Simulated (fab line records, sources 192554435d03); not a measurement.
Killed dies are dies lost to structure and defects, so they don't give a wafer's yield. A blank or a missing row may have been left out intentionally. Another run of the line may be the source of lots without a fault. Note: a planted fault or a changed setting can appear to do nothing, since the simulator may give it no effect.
Lot-split experiment	flow n5-finfet	21 wafers read from 7 lots, route of 1938 steps

## THE SPLIT
At N5_BEOL_M0_SAQP_SPACER2_ALD_26 (deposits SiO2, target thk 15 nm, pulse time 1 s, purge time 2 s), the setting target-thk-a was moved away from the recipe's 150 angstrom on 5 of the 21 wafers read, by -7.0% to +6.7%. This setting was run at the recipe's value on the other wafers.

## FROM THE SPLIT TO THE READING: what the file shows between them, 2 steps
- N5_BEOL_M0_SAQP_SPACER2_ETCHBACK_27: etches SiO2 in CHF3/O2, target depth 22.5 nm, time 11.25 s
- N5_BEOL_M0_SAQP_MANDREL2_REMOVE_110: chemistry HBr/Cl2/O2, target a-Si, stops on SiCN, bt time 10 s

## THE READING
cd-nm (nm) at N5_BEOL_M0_SAQP_CD_MEAS_29, where the cd target is 14.4 nm. On this fab line, fault-free wafers typically give 14.98 nm with a standard deviation of 0.28 nm.

wafer	tool, chamber at the split	target-thk-a as run, angstrom	against the recipe	cd-nm, nm	against lot-mates on the recipe
L074.1	ald-sin-01, 1	150	recipe	15.02	-
L074.2	ald-sin-01, 0	150	recipe	14.75	-
L074.5	ald-sin-01, 2	159.3	+6.2%	15.80	+0.92
L080.1	ald-sin-01, 3,1	150	recipe	14.73	-
L080.2	ald-sin-01, 0	160	+6.7%	15.69	+0.84
L080.5	ald-sin-01, 3,1	150	recipe	14.96	-
L081.1	ald-sin-01, 0	150	recipe	14.84	-
L081.2	ald-sin-01, 1	150	recipe	14.91	-
L081.5	ald-sin-01, 0	150	recipe	14.44	-
L084.1	ald-sin-01, 2,1	150	recipe	14.95	-
L084.2	ald-sin-01, 2,1	150	recipe	15.15	-
L084.4	ald-sin-01, 0	150	recipe	14.70	-
L086.1	ald-sin-04, 2,0,0	150	recipe	15.29	-
L086.3	ald-sin-04, 2,0,0	150	recipe	15.41	-
L086.5	ald-sin-04, 2,0,0	150	recipe	15.63	-
L087.3	ald-sin-02, 3	155.1	+3.4%	15.21	+0.20
L087.5	ald-sin-02, 0,3	150	recipe	15.08	-
L087.6	ald-sin-02, 0,3	150	recipe	14.95	-
L091.4	ald-sin-04, 1	139.5	-7.0%	14.15	-0.91
L091.5	ald-sin-04, 0	150	recipe	15.06	-
L091.6	ald-sin-04, 3	139.5	-7.0%	13.98	-1.08
Where a row lists several chambers, the file gives one row for several wafers and doesn't say which wafer went through which chamber.

THE FIT
A straight line over all 21 wafers: cd-nm changes by +0.122 nm for each +1% of target-thk-a; r = +0.83; the points scatter about the line by 0.26 nm.
The same after taking each lot's own level away (the mean of its wafers on the recipe; 21 wafers): +0.135 nm for each +1%; r = +0.94; scatter 0.15 nm.
On that fit, the largest move of target-thk-a shifts the reading by 0.94 nm.
Across the lots, their own levels run from 14.730 to 15.443 nm, a range of 2.5 times the standard deviation given above.
The two slopes are in agreement: the lot-to-lot level therefore moves the slope only a little.
Check: for one of the wafers moved furthest among these (-7.0%), held out of the fit, the line's prediction against its lot-mates is -0.982 nm. It came out at -0.91 nm against them.

## THE OTHER SPLITS THESE WAFERS WENT THROUGH
Other splits were also applied to these wafers ahead of the reading. Each is held against what the fit with the lots' levels taken away leaves over:
other split on the same wafers	wafers away from the commonest value	r with cd-nm (lot level and that fit taken away)
N5_MOL_CONTACT_COAG_COAT_77 spin-rpm	5	-0.16
N5_MOL_CONTACT_COAG_EXPOSE_37 dose-mj	7	+0.04
N5_MOL_CONTACT_COAG_DESCUM_45 time-s	9	-0.04

## THE WHOLE CHAIN: every reading that the file lists as answering this split, in the file's order
step	what it does	reading	change (the file's fit)	r (the file's)
N5_BEOL_M0_SAQP_SPACER2_ALD_26	deposits SiO2, target thk 15 nm, pulse time 1 s, purge time 2 s	SiO2_of_BEOL_M0_SAQP_SPACER2_ALD_26.thk-nm (the simulator's own value, which no gauge read)	+0.148 nm for each +1% of the setting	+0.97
N5_BEOL_M0_SAQP_MANDREL2_REMOVE_110	chemistry HBr/Cl2/O2, target a-Si, stops on SiCN, bt time 10 s	BEOL_M0_SAQP.cd-nm (the simulator's own value, which no gauge read)	+0.141 nm for each +1% of the setting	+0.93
N5_BEOL_M0_SAQP_CD_MEAS_29	target cd 14.4 nm	cd-nm	+0.132 nm for each +1% of the setting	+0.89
N5_BEOL_M0_CUTY_ETCH_63	etches SOC in N2/H2, target depth 82.7 nm, overetch 16.5 nm, time 124 s	SiO2_of_BEOL_M0_SAQP_SPACER2_ALD_26.thk-nm (the simulator's own value, which no gauge read)	+0.143 nm for each +1% of the setting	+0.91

## FILE'S OWN FIT
cd-nm changes by +0.132 nm for each +1% of target-thk-a, r = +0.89.
